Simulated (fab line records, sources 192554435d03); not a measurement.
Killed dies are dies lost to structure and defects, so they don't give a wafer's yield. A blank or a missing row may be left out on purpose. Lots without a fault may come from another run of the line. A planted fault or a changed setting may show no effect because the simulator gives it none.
Chamber matching | flow n5_finfet | N5_SD_EPI_P_ETCH_16 on rie_diel-04: 4 sister chambers
The step etches SiO2 in CHF3/O2, target depth 5 nm. 16 wafers are shown with their chamber, then 8 later ones without.

WAFERS WITH THEIR CHAMBER
wafer  | chamber | drypump_motor_current_A (A) | showerhead_plenum_p_Torr (Torr) | rf_vpp_V (V)
L076.1 | 0       | 6.3                         | 2.32                            | 532
L076.4 | 1       | 6.0                         | 2.52                            | 520
L076.5 | 0       | 6.3                         | 2.32                            | 532
L081.1 | 3       | 6.0                         | 2.52                            | 535
L081.3 | 0       | 6.4                         | 2.31                            | 531
L081.5 | 3       | 6.0                         | 2.52                            | 534
L084.1 | 2       | 5.4                         | 2.41                            | 518
L084.5 | 1       | 6.0                         | 2.51                            | 519
L084.6 | 0       | 6.3                         | 2.31                            | 531
L085.2 | 2       | 5.4                         | 2.41                            | 520
L085.3 | 3       | 6.0                         | 2.52                            | 534
L085.4 | 1       | 6.0                         | 2.51                            | 520
L090.1 | 0       | 6.3                         | 2.31                            | 531
L090.5 | 2       | 5.4                         | 2.41                            | 518
L090.6 | 3       | 6.0                         | 2.51                            | 533
L092.1 | 0       | 6.3                         | 2.31                            | 532

SIGNATURES (means of the wafers above)
reading                  | chamber 0 | chamber 1 | chamber 2 | chamber 3 | scatter within a chamber
drypump_motor_current_A  | 6.317     | 6.000     | 5.400     | 6.000     | 0.0264
showerhead_plenum_p_Torr | 2.3133    | 2.5133    | 2.4100    | 2.5175    | 0.00479
rf_vpp_V                 | 531.50    | 519.67    | 518.67    | 534.00    | 0.755
Rule: a wafer's distance from a chamber is the root of the sum, over the readings, of the square of ((its reading less the chamber's mean) divided by the reading's scatter). The wafer belongs to the nearest chamber; if the next one is less than 2 further off, it can't be placed. The scatter: the root of (the sum of the squares of (reading less its chamber's mean) over the shown wafers, divided by (wafers less chambers)).

WAFERS WITHOUT THEIR CHAMBER
wafer  | drypump_motor_current_A (A) | showerhead_plenum_p_Torr (Torr) | rf_vpp_V (V)
L092.2 | 5.4                         | 2.41                            | 518
L092.4 | 5.9                         | 2.51                            | 535
L093.3 | 6.0                         | 2.51                            | 533
L093.5 | 5.9                         | 2.51                            | 533
L093.6 | 5.4                         | 2.41                            | 518
L094.2 | 5.4                         | 2.41                            | 519
L094.5 | 6.3                         | 2.31                            | 532
L094.6 | 6.0                         | 2.50                            | 520

WHICH CHAMBER EACH WENT THROUGH
wafer  | from the rows above | in truth
L092.2 | 2                   | 2
L092.4 | 3                   | 3
L093.3 | 3                   | 3
L093.5 | 3                   | 3
L093.6 | 2                   | 2
L094.2 | 2                   | 2
L094.5 | 0                   | 0
L094.6 | 1                   | 1
Placed correctly: 8 of 8. Can't be placed from these rows: 0. Placed wrongly: 0.
